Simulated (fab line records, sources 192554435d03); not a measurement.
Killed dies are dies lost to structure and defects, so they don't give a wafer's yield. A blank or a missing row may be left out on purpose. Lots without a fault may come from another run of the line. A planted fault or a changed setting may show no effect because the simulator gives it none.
fab line records | flow n5_finfet
record lots=7 wafers=21
route steps=1938 shown BEOL_M0_SAQP@638 BEOL_M1@761 BEOL_M2@857
start_h: hours from the record's first day to the start of the lot's first wafer shown | wait_h: hours since the lot's step before | " the same as in the row above | L1.1+2: a row that stands for several wafers | - no value, or no start given | * or withheld: withheld | < > ~ a bound
route shown NAME@n: a module of which the file shows steps, and the number in the route of the first | usual: mean/standard deviation of fault-free wafers | same: alike in all rows | chamber/n: place in a boat | sites: the reading at each site | _std_site: their standard deviation | _edge_site: outer sites' mean less inner sites' | radius_mm: how far each site lies from the wafer's centre | mask NAME#n: copy n | behind: the tool/chamber that last shaped the wafer | hold: why the lot was held/for how many hours/how that ended | device: the transistor (n, p or np) that didn't switch | end of line: the same wafers' tests at the end of the route | a step without rows: its recipe alone | killed: dies lost to structure and defects at the first sort, not the wafer's yield | map: a wafer's dies, x killed, . not, _ none there
set.NAME: the setting as run; set.NAME@STEP: as run at that earlier step | model.NAME: the simulator's own value behind a step, which no gauge read
lots whose settings were changed on purpose; a table a step, a row a wafer
## steps
# step N5_BEOL_M0_SAQP_PECVD_04
# recipe material=a-Si target_thk_a=600 temp_c=350 precursor=SiH4/He pressure_torr=3 rf_w=100 time_s=60.2
# columns lot.wafer tool chamber start_h wait_h set.time_s model.a-Si_of_BEOL_M0_SAQP_PECVD_04.thk_nm
L075.2 pecvd-03 0 112.29 0.0 65.43 66.2
L075.4 " 1 " " 60.2 61.2
L075.5 " 2 " " 60.2 62.4
L077.1 pecvd-02 2 127.38 0.0 53.07 52.2
L077.3 " 0 " " 60.2 58.4
L077.5 " 0 " " 60.2 59.8
L080.2 pecvd-03 1 142.04 0.0 60.2 59.8
L080.5 " 1 " " 62.67 63.8
L080.6 " 2 " " 60.2 61.6
L085.2 pecvd-03 0 176.32 0.0 60.2 60
L085.3 " 2 " " 60.2 60.2
L085.4 " 1 " " 60.2 60.4
L095.3 pecvd-03 0 237.45 0.0 60.2 59.6
L095.4 " 2 " " 65.71 66
L095.6 " 0 " " 60.2 61
L096.1 pecvd-01 0 240.44 0.0 54.87 53.2
L096.3 " 2 " " 54.87 54.4
L096.4 " 1 " " 60.2 58.8
L097.3 pecvd-03 0 250.59 0.0 60.2 61
L097.4 " 2 " " 60.2 60.6
L097.5 " 1 " " 60.2 61.8
# step N5_BEOL_M0_SAQP_THK_MEAS_05
# usual thk_nm=59.9/1.1
# columns lot.wafer tool chamber start_h wait_h set.time_s@BEOL_M0_SAQP_PECVD_04 thk_nm
L075.2 film_metro-01 - 112.39 0.1 65.43 66.3
L075.4 " - " " 60.2 61.2
L075.5 " - " " 60.2 62.4
L077.1 film_metro-01 - 127.47 0.1 53.07 52.2
L077.3 " - " " 60.2 58.4
L077.5 " - " " 60.2 59.9
L080.2 film_metro-02 - 142.13 0.1 60.2 59.8
L080.5 " - " " 62.67 63.8
L080.6 " - " " 60.2 61.7
L085.2 film_metro-01 - 176.42 0.1 60.2 60.0
L085.3 " - " " 60.2 60.1
L085.4 " - " " 60.2 60.4
L095.3 film_metro-01 - 237.55 0.1 60.2 59.5
L095.4 " - " " 65.71 66.0
L095.6 " - " " 60.2 60.9
L096.1 film_metro-02 - 240.54 0.1 54.87 53.3
L096.3 " - " " 54.87 54.4
L096.4 " - " " 60.2 58.8
L097.3 film_metro-01 - 250.69 0.1 60.2 61.0
L097.4 " - " " 60.2 60.6
L097.5 " - " " 60.2 61.7
# step N5_BEOL_M0_SAQP_HM_DEP_111
# recipe material=SiO2 target_thk_a=120 temp_c=400 precursor=SiH4/N2O pressure_torr=0.75 rf_w=275 time_s=7.2
# step N5_BEOL_M0_SAQP_COAT_81
# recipe resist=SOC temp_c=250 time_s=60 spin_rpm=1500 resist_thk_nm=100
# step N5_BEOL_M0_SAQP_HM_OPEN_112
# recipe chemistry=CHF3/O2 target=SiO2 stop_on=a-Si target_depth_a=120 over_etch_frac=1.25 mask_material=SOC time_s=13.5 pressure_mtorr=30 source_w=650 bias_w=170 Ar_flow_sccm=200 CHF3_flow_sccm=50 O2_flow_sccm=5 ion_energy_ev=200 ends=end_point
# step N5_BEOL_M0_SAQP_STRIP_113
# recipe chemistry=CHF3/O2 resist=SiARC rf_frequency_hz=6e+07
# step N5_BEOL_M0_SAQP_MANDREL_ETCH_20
# recipe target_depth_a=600 chemistry=HBr/Cl2 target=a-Si stop_on=SiNx bt_time_s=10 mask_material=SOC over_etch_frac=0.5 time_s=30 pressure_mtorr=10 icp_w=800 bias_w=75 HBr_flow_sccm=150 Cl2_flow_sccm=80 ends=end_point
# usual oes_product_au=0.767/0.011
# columns lot.wafer tool chamber start_h wait_h set.time_s@BEOL_M0_SAQP_PECVD_04 oes_product_au model.etch.depth_nm
L075.2 rie_si-03 1 113.24 0.0 65.43 0.800 66.06
L075.4 " 0 " " 60.2 0.771 61.15
L075.5 " 3 " " 60.2 0.784 62.22
L077.1 rie_si-05 3 128.33 0.0 53.07 0.713 52.01
L077.3 " 1 " " 60.2 0.762 58.29
L077.5 " 3 " " 60.2 0.767 59.71
L080.2 rie_si-01 0 142.85 0.0 60.2 0.777 59.73
L080.5 " 1 " " 62.67 0.793 63.82
L080.6 " 2 " " 60.2 0.775 61.67
L085.2 rie_si-01 2 177.15 0.0 60.2 0.764 59.96
L085.3 " 1 " " 60.2 0.773 60.11
L085.4 " 3 " " 60.2 0.783 60.31
L095.3 rie_si-03 3 238.40 0.0 60.2 0.769 59.52
L095.4 " 0 " " 65.71 0.815 65.99
L095.6 " 0 " " 60.2 0.777 60.9
L096.1 rie_si-03 1 241.34 0.0 54.87 0.704 53.15
L096.3 " 0 " " 54.87 0.730 54.41
L096.4 " 3 " " 60.2 0.767 58.82
L097.3 rie_si-03 1 252.34 0.0 60.2 0.762 60.86
L097.4 " 0 " " 60.2 0.776 60.53
L097.5 " 3 " " 60.2 0.794 61.75
# step N5_BEOL_M0_SAQP_STRIP_86
# recipe chemistry=N2/H2 power_w=500 temp_c=40 pressure_mtorr=50 rf_frequency_hz=6e+07 overash_fraction=0.3 bias_power_w=28 h2_frac=0.5 n2_flow_sccm=300 h2_flow_sccm=300
# step N5_BEOL_M0_SAQP_STRIP_115
# recipe chemistry=post_etch_residue_remover time_s=60 temp_c=25 remover_ph=withheld remover_water_wt_pct=withheld remover_fluoride_wt_pct=withheld
# step N5_BEOL_M0_SAQP_ETCH_101
# recipe chemistry=CH3F/O2 target=SiNx mask_material=SiO2 target_depth_a=299 time_s=42.7 pressure_mtorr=30 source_w=395 bias_w=73 Ar_flow_sccm=150 CH3F_flow_sccm=30 O2_flow_sccm=20 ion_energy_ev=120
# step N5_BEOL_M0_SAQP_ETCH_102
# recipe chemistry=CF4 target=SiO2 target_depth_a=40 ion_energy_ev=350 time_s=4.4 pressure_mtorr=10 icp_w=800 bias_w=400 cf4_flow_sccm=80
# step N5_BEOL_M0_SAQP_MANDREL_ETCH_103
# recipe chemistry=HBr/Cl2 target=a-Si target_depth_a=450 bt_time_s=10 stop_on=SiCN mask_material=SiO2 over_etch_frac=0.8 time_s=27 pressure_mtorr=10 icp_w=800 bias_w=75 HBr_flow_sccm=150 Cl2_flow_sccm=80 ends=end_point
# usual oes_product_au=0.682/0.0099
# columns lot.wafer tool chamber start_h wait_h set.time_s@BEOL_M0_SAQP_PECVD_96 oes_product_au model.etch.depth_nm
L075.2 rie_si-01 0 115.24 0.0 40.28 0.641 39.38
L075.4 " 2 " " 45.2 0.694 45.96
L075.5 " 1 " " 45.2 0.672 44.92
L077.1 rie_si-05 3 129.93 0.0 45.2 0.685 45.19
L077.3 " 0 " " 45.2 0.678 45.48
L077.5 " 0 " " 45.2 0.671 45.04
L080.2 rie_si-01 2 144.32 0.0 45.2 0.694 45.43
L080.5 " 0 " " 45.2 0.688 45.54
L080.6 " 3 " " 45.2 0.689 45.46
L085.2 rie_si-03 3 178.74 0.0 45.2 0.692 45.61
L085.3 " 1 " " 45.2 0.665 45.3
L085.4 " 0 " " 45.2 0.691 47.21
L095.3 rie_si-01 3 239.93 0.0 41.85 0.658 42.98
L095.4 " 2 " " 45.2 0.704 46.6
L095.6 " 0 " " 41.85 0.670 43.27
L096.1 rie_si-05 1 243.30 0.0 38.49 0.606 37.11
L096.3 " 3 " " 45.2 0.680 44.86
L096.4 " 0 " " 38.49 0.635 39.69
L097.3 rie_si-05 1 254.19 0.0 49.66 0.722 50.51
L097.4 " 0 " " 49.66 0.734 51.24
L097.5 " 1 " " 45.2 0.693 47.44
# step N5_BEOL_M0_SAQP_EXPOSE_37
# recipe mask_id=M0_CUT1 na=0.33 source_shape=annular sigma_inner=0.35 sigma_outer=0.8 polarization=unpolarized target_cd_nm=30 dose_mj=44.75
# columns lot.wafer tool chamber start_h wait_h mask set.dose_mj
L075.2+4 euv_scanner-01 0 117.23 - M0_CUT1#0 47.99
L075.5 " 0 " " M0_CUT1#0 44.75
L077.1+3+5 euv_scanner-01 0 131.87 - M0_CUT1#0 43.66
L080.2+5 euv_scanner-01 0 146.09 - M0_CUT1#0 44.75
L080.6 " 0 " " M0_CUT1#0 46.61
L085.2+3+4 euv_scanner-02 0 180.61 - M0_CUT1#0 44.75
L095.3+6 euv_scanner-02 0 243.11 - M0_CUT1#0 44.75
L095.4 " 0 " " M0_CUT1#0 47.39
L096.1+4 euv_scanner-01 0 245.18 - M0_CUT1#0 47.01
L096.3 " 0 " " M0_CUT1#0 44.75
L097.3+4 euv_scanner-02 0 256.09 - M0_CUT1#0 44.75
L097.5 " 0 " " M0_CUT1#0 42.53
# step N5_BEOL_M0_SAQP_PEB_38
# recipe peb_temp_c=100 peb_time_s=60 resist=CAR-EUV
# step N5_BEOL_M0_SAQP_DEVELOP_39
# recipe develop_time_s=30 developer=TMAH resist=CAR-EUV rinse_liquid=surfactant_rinse dry=air_spin dev_temp_c=23
# step N5_BEOL_M0_SAQP_CD_MEAS_40
# recipe target_cd_nm=30 landing_energy_ev=500 detector=se_inlens
# usual cd_nm=29.96/0.28
# columns lot.wafer tool chamber start_h wait_h set.dose_mj@BEOL_M0_SAQP_EXPOSE_37 cd_nm
L075.2 cd_sem-02 0 117.36 - 47.99 31.30
L075.4 " 0 " " 47.99 31.48
L075.5 " 0 " " 44.75 29.80
L077.1 cd_sem-01 0 132.00 - 43.66 28.97
L077.3 " 0 " " 43.66 29.28
L077.5 " 0 " " 43.66 28.97
L080.2 cd_sem-01 0 146.22 - 44.75 29.79
L080.5 " 0 " " 44.75 29.83
L080.6 " 0 " " 46.61 31.14
L085.2 cd_sem-03 0 180.73 - 44.75 29.88
L085.3 " 0 " " 44.75 29.76
L085.4 " 0 " " 44.75 29.89
L095.3 cd_sem-02 0 243.23 - 44.75 29.73
L095.4 " 0 " " 47.39 30.29
L095.6 " 0 " " 44.75 29.60
L096.1 cd_sem-03 0 245.32 - 47.01 31.12
L096.3 " 0 " " 44.75 30.01
L096.4 " 0 " " 47.01 31.07
L097.3 cd_sem-03 0 256.21 - 44.75 29.68
L097.4 " 0 " " 44.75 29.83
L097.5 " 0 " " 42.53 28.70
# step N5_BEOL_M0_SAQP_DESCUM_45
# recipe chemistry=O2 time_s=7 source_power_w=50 bias_power_w=20 pressure_mtorr=20 rf_frequency_hz=2.712e+07 temp_c=40 resist=CAR-EUV o2_flow_sccm=225
# columns lot.wafer tool chamber start_h wait_h set.dose_mj@BEOL_M0_SAQP_EXPOSE_37 model.BEOL_M0_SAQP.cd_nm
L075.2 rie_diel-03 1 117.48 0.0 47.99 31.6
L075.4 " 3 " " 47.99 31.4
L075.5 " 2 " " 44.75 29.8
L077.1+5 rie_diel-03 1,3 132.13 0.0 43.66 29.2
L077.3 " 3 " " 43.66 29.4
L080.2 rie_diel-03 1 146.34 0.0 44.75 30.2
L080.5 " 3 " " 44.75 29.6
L080.6 " 2 " " 46.61 30.8
L085.2 rie_diel-06 0 180.99 0.2 44.75 29.6
L085.3+4 " 3,1 " " 44.75 30
L095.3 rie_diel-03 2 243.35 0.0 44.75 29.8
L095.4 " 0 " " 47.39 31
L095.6 " 0 " " 44.75 30
L096.1 rie_diel-03 1 245.44 0.0 47.01 31.2
L096.3 " 0 " " 44.75 30.2
L096.4 " 2 " " 47.01 30.8
L097.3+4 rie_diel-06 3,2 256.42 0.1 44.75 30
L097.5 " 2 " " 42.53 29
# step N5_BEOL_M0_SAQP_ETCH_88
# recipe chemistry=N2/H2 target=underlayer target_depth_a=65 time_s=5.2 ion_energy_ev=200 mask_material=CAR-EUV pressure_mtorr=30 source_w=840 bias_w=150 n2_flow_sccm=200 h2_flow_sccm=200 ends=cleared
# columns lot.wafer tool chamber start_h wait_h set.dose_mj@BEOL_M0_SAQP_EXPOSE_37 model.BEOL_M0_SAQP.cd_nm
L075.2 rie_diel-03 1 117.51 0.0 47.99 31.6
L075.4 " 3 " " 47.99 31.4
L075.5 " 2 " " 44.75 29.8
L077.1+3 rie_diel-03 1,3 132.16 0.0 43.66 29.4
L077.5 " 3 " " 43.66 29.2
L080.2 rie_diel-03 1 146.38 0.0 44.75 30.2
L080.5 " 3 " " 44.75 29.6
L080.6 " 2 " " 46.61 30.8
L085.2 rie_diel-06 0 181.03 0.0 44.75 29.4
L085.3+4 " 3,1 " " 44.75 30
L095.3 rie_diel-03 2 243.39 0.0 44.75 30
L095.4 " 0 " " 47.39 30.8
L095.6 " 0 " " 44.75 29.8
L096.1 rie_diel-03 1 245.47 0.0 47.01 31.2
L096.3 " 0 " " 44.75 30
L096.4 " 2 " " 47.01 30.8
L097.3+4 rie_diel-06 3,2 256.46 0.0 44.75 30
L097.5 " 2 " " 42.53 28.8
# step N5_BEOL_M1_EXPOSE_08
# recipe mask_id=M1 na=0.33 source_shape=dipole sigma_inner=0.369 sigma_outer=0.767 polarization=unpolarized dose_mj=33
# columns lot.wafer tool chamber start_h wait_h mask set.dose_mj
L075.2+4+5 euv_scanner-01 0 130.28 - M1#0 33
L077.1+3 euv_scanner-01 0 142.17 - M1#0 31.75
L077.5 " 0 " " M1#0 33
L080.2 euv_scanner-01 0 156.07 - M1#0 33.63
L080.5+6 " 0 " " M1#0 33
L085.2+3+4 euv_scanner-02 0 190.68 - M1#0 33
L095.3+4+6 euv_scanner-01 0 252.50 - M1#0 33
L096.1 euv_scanner-02 0 256.28 - M1#0 33
L096.3+4 " 0 " " M1#0 34.83
L097.3 euv_scanner-02 0 265.72 - M1#0 33.85
L097.4+5 " 0 " " M1#0 33
# step N5_BEOL_M1_PEB_09
# recipe peb_temp_c=100 peb_time_s=60 resist=CAR-EUV
# step N5_BEOL_M1_DEVELOP_10
# recipe develop_time_s=30 developer=TMAH resist=CAR-EUV rinse_liquid=surfactant_rinse dry=air_spin dev_temp_c=23
# step N5_BEOL_M1_CD_MEAS_11
# recipe target_cd_nm=17.05 landing_energy_ev=500 detector=se_inlens polarity=opening
# usual cd_nm=17.13/0.22
# columns lot.wafer tool chamber start_h wait_h set.dose_mj@BEOL_M1_EXPOSE_08 cd_nm
L075.2 cd_sem-02 0 130.40 - 33 17.50
L075.4 " 0 " " 33 16.91
L075.5 " 0 " " 33 17.11
L077.1 cd_sem-01 0 142.30 - 31.75 16.16
L077.3 " 0 " " 31.75 16.14
L077.5 " 0 " " 33 17.15
L080.2 cd_sem-03 0 156.19 - 33.63 17.69
L080.5 " 0 " " 33 16.89
L080.6 " 0 " " 33 17.00
L085.2 cd_sem-01 0 190.80 - 33 16.88
L085.3 " 0 " " 33 17.29
L085.4 " 0 " " 33 17.07
L095.3 cd_sem-03 0 252.62 - 33 17.09
L095.4 " 0 " " 33 17.13
L095.6 " 0 " " 33 17.35
L096.1 cd_sem-02 0 256.41 - 33 17.25
L096.3 " 0 " " 34.83 17.98
L096.4 " 0 " " 34.83 18.46
L097.3 cd_sem-03 0 265.84 - 33.85 17.58
L097.4 " 0 " " 33 17.21
L097.5 " 0 " " 33 16.91
# step N5_BEOL_M1_DESCUM_16
# recipe chemistry=O2 time_s=7 source_power_w=50 bias_power_w=20 pressure_mtorr=20 rf_frequency_hz=2.712e+07 temp_c=40 resist=CAR-EUV o2_flow_sccm=225
# step N5_BEOL_M1_ETCH_74
# recipe chemistry=N2/H2 target=underlayer target_depth_a=65 mask_material=CAR-EUV time_s=5.2 ion_energy_ev=200 pressure_mtorr=30 source_w=840 bias_w=150 n2_flow_sccm=200 h2_flow_sccm=200 ends=cleared
# columns lot.wafer tool chamber start_h wait_h set.dose_mj@BEOL_M1_EXPOSE_08 model.BEOL_M1.cd_offset_nm
L075.2 rie_diel-06 1 130.75 0.0 33 0.4
L075.4 " 2 " " 33 0.2
L075.5 " 1 " " 33 0
L077.1+3 rie_diel-06 3,2 142.45 0.0 31.75 -0.8
L077.5 " 3 " " 33 -0.2
L080.2 rie_diel-03 0 156.34 0.0 33.63 0.4
L080.5 " 2 " " 33 0
L080.6 " 0 " " 33 -0.2
L085.2+3+4 rie_diel-05 3,2,1 190.95 0.0 33 0.2
L095.3 rie_diel-03 3 253.92 0.0 33 -0.2
L095.4 " 0 " " 33 0.2
L095.6 " 2 " " 33 0.4
L096.1 rie_diel-05 2 256.90 0.0 33 0.2
L096.3 " 3 " " 34.83 1.4
L096.4 " 1 " " 34.83 1.2
L097.3 rie_diel-05 0 265.99 0.0 33.85 0.6
L097.4+5 " 2,1 " " 33 0
# step N5_BEOL_M1_ETCH_63
# recipe chemistry=CF4 target=SiARC target_depth_a=156 mask_material=CAR-EUV time_s=26 ion_energy_ev=80 pressure_mtorr=40 source_w=545 bias_w=36 Ar_flow_sccm=100 cf4_flow_sccm=100 ends=cleared
# columns lot.wafer tool chamber start_h wait_h set.dose_mj@BEOL_M1_EXPOSE_08 model.BEOL_M1.cd_offset_nm
L075.2+4 rie_diel-06 1,2 130.76 0.0 33 0.2
L075.5 " 1 " " 33 0
L077.1+3 rie_diel-06 3,2 142.47 0.0 31.75 -0.8
L077.5 " 3 " " 33 -0.2
L080.2 rie_diel-03 0 156.36 0.0 33.63 0.4
L080.5 " 2 " " 33 -0.2
L080.6 " 0 " " 33 0
L085.2 rie_diel-05 3 190.97 0.0 33 0
L085.3+4 " 2,1 " " 33 0.2
L095.3 rie_diel-03 3 253.94 0.0 33 -0.2
L095.4 " 0 " " 33 0.4
L095.6 " 2 " " 33 0.2
L096.1 rie_diel-05 2 256.91 0.0 33 0.2
L096.3 " 3 " " 34.83 1.2
L096.4 " 1 " " 34.83 1
L097.3 rie_diel-05 0 266.01 0.0 33.85 0.6
L097.4+5 " 2,1 " " 33 0
# step N5_BEOL_M1_ETCH_64
# recipe chemistry=N2/H2 target=SOC target_depth_a=750 overetch_a=150 mask_material=SiARC temp_c=40 time_s=112.5 ion_energy_ev=200 pressure_mtorr=30 source_w=840 bias_w=150 n2_flow_sccm=200 h2_flow_sccm=200
# columns lot.wafer tool chamber start_h wait_h set.dose_mj@BEOL_M1_EXPOSE_08 model.BEOL_M1.cd_offset_nm
L075.2+4 rie_diel-06 1,2 130.79 0.0 33 0.2
L075.5 " 1 " " 33 0
L077.1 rie_diel-06 3 142.50 0.0 31.75 -0.8
L077.3 " 2 " " 31.75 -1
L077.5 " 3 " " 33 -0.2
L080.2 rie_diel-03 0 156.39 0.0 33.63 0.4
L080.5 " 2 " " 33 -0.4
L080.6 " 0 " " 33 -0.2
L085.2+4 rie_diel-05 3,1 191.00 0.0 33 0
L085.3 " 2 " " 33 -0.2
L095.3 rie_diel-03 3 253.96 0.0 33 -0.2
L095.4 " 0 " " 33 0
L095.6 " 2 " " 33 0.2
L096.1 rie_diel-05 2 256.94 0.0 33 0.2
L096.3 " 3 " " 34.83 1.4
L096.4 " 1 " " 34.83 1
L097.3 rie_diel-05 0 266.04 0.0 33.85 1.2
L097.4 " 2 " " 33 0
L097.5 " 1 " " 33 -0.2
# step N5_BEOL_M2_DESCUM_16
# recipe chemistry=O2 time_s=7 source_power_w=50 bias_power_w=20 pressure_mtorr=20 rf_frequency_hz=2.712e+07 temp_c=40 resist=CAR-EUV o2_flow_sccm=225
# columns lot.wafer tool chamber start_h wait_h set.time_s model.CAR-EUV_of_BEOL_M2_COAT_05.thk_nm
L075.2+5 rie_diel-02 3,2 139.07 0.0 6.379 26.4
L075.4 " 2 " " 7 26
L077.1 rie_diel-02 0 157.27 0.0 7.627 25.8
L077.3+5 " 1,2 " " 7 26
L080.2+5 rie_diel-04 0 169.38 0.1 7 26
L080.6 " 3 " " 8.553 25.4
L085.2+3 rie_diel-02 1,0 209.26 0.8 7 26
L085.4 " 2 " " 7 26.2
L095.3 rie_diel-04 1 272.16 0.0 7 26.2
L095.4 " 0 " " 6.033 26.4
L095.6 " 0 " " 7 26
L096.1 rie_diel-04 2 272.53 0.0 7 25.8
L096.3+4 " 1,0 " " 7 26
L097.3 rie_diel-01 0 274.05 0.0 7 26
L097.4+5 " 3,1 " " 7 26.2
# step N5_BEOL_M2_ETCH_74
# recipe chemistry=N2/H2 target=underlayer target_depth_a=65 mask_material=CAR-EUV time_s=5.2 ion_energy_ev=200 pressure_mtorr=30 source_w=840 bias_w=150 n2_flow_sccm=200 h2_flow_sccm=200 ends=cleared
# usual rf_vpp_V=524.3/2.7
# columns lot.wafer tool chamber start_h wait_h set.source_w rf_vpp_V
L075.2 rie_diel-02 3 139.10 0.0 840 523.4
L075.4 " 2 " " 840 527.5
L075.5 " 2 " " 840 528.4
L077.1 rie_diel-02 0 157.30 0.0 840 521.8
L077.3 " 1 " " 692 559.1
L077.5 " 2 " " 692 560.2
L080.2 rie_diel-04 0 169.42 0.0 840 522.4
L080.5 " 0 " " 840 521.7
L080.6 " 3 " " 840 525.6
L085.2 rie_diel-02 1 209.29 0.0 840 523.2
L085.3 " 0 " " 840 519.9
L085.4 " 2 " " 840 525.3
L095.3 rie_diel-04 1 272.19 0.0 840 522.4
L095.4 " 0 " " 840 528.4
L095.6 " 0 " " 840 528.6
L096.1 rie_diel-04 2 272.57 0.0 840 524.3
L096.3 " 1 " " 840 525.2
L096.4 " 0 " " 840 528.3
L097.3 rie_diel-01 0 274.08 0.0 840 521.4
L097.4 " 3 " " 976.8 494.9
L097.5 " 1 " " 976.8 494.5
## key
split step=N5_BEOL_M0_SAQP_PECVD_04 setting=time_s stated=60.2 by=wafer
response step=N5_BEOL_M0_SAQP_PECVD_04 reading=model.a-Si_of_BEOL_M0_SAQP_PECVD_04.thk_nm change=+0.58 per=1% r=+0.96
response step=N5_BEOL_M0_SAQP_THK_MEAS_05 reading=thk_nm change=* per=1% r=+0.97
response step=N5_BEOL_M0_SAQP_MANDREL_ETCH_20 reading=oes_product_au change=+0.00431 per=1% r=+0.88
response step=N5_BEOL_M0_SAQP_MANDREL_ETCH_20 reading=model.etch.depth_nm change=+0.586 per=1% r=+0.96
split step=N5_BEOL_M0_SAQP_EXPOSE_37 setting=dose_mj stated=44.75 by=wafer
response step=N5_BEOL_M0_SAQP_CD_MEAS_40 reading=cd_nm change=+0.203 per=1% r=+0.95
response step=N5_BEOL_M0_SAQP_DESCUM_45 reading=model.BEOL_M0_SAQP.cd_nm change=+0.204 per=1% r=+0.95
response step=N5_BEOL_M0_SAQP_ETCH_88 reading=model.BEOL_M0_SAQP.cd_nm change=+0.209 per=1% r=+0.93
split step=N5_BEOL_M1_EXPOSE_08 setting=dose_mj stated=33 by=wafer
response step=N5_BEOL_M1_CD_MEAS_11 reading=cd_nm change=+0.216 per=1% r=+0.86
response step=N5_BEOL_M1_ETCH_74 reading=model.BEOL_M1.cd_offset_nm change=+0.196 per=1% r=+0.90
response step=N5_BEOL_M1_ETCH_63 reading=model.BEOL_M1.cd_offset_nm change=+0.176 per=1% r=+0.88
response step=N5_BEOL_M1_ETCH_64 reading=model.BEOL_M1.cd_offset_nm change=+0.233 per=1% r=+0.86
split step=N5_BEOL_M2_DESCUM_16 setting=time_s stated=7 by=wafer
response step=N5_BEOL_M2_DESCUM_16 reading=model.CAR-EUV_of_BEOL_M2_COAT_05.thk_nm change=-0.0271 per=1% r=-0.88
split step=N5_BEOL_M2_ETCH_74 setting=source_w stated=840 by=wafer
response step=N5_BEOL_M2_ETCH_74 reading=rf_vpp_V change=-1.92 per=1% r=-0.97
split outside_this_file step=N5_BEOL_M0_SAQP_PECVD_96 setting=time_s
# split outside_this_file: this setting was split too, and the file shows its column; the key of that split is in another file
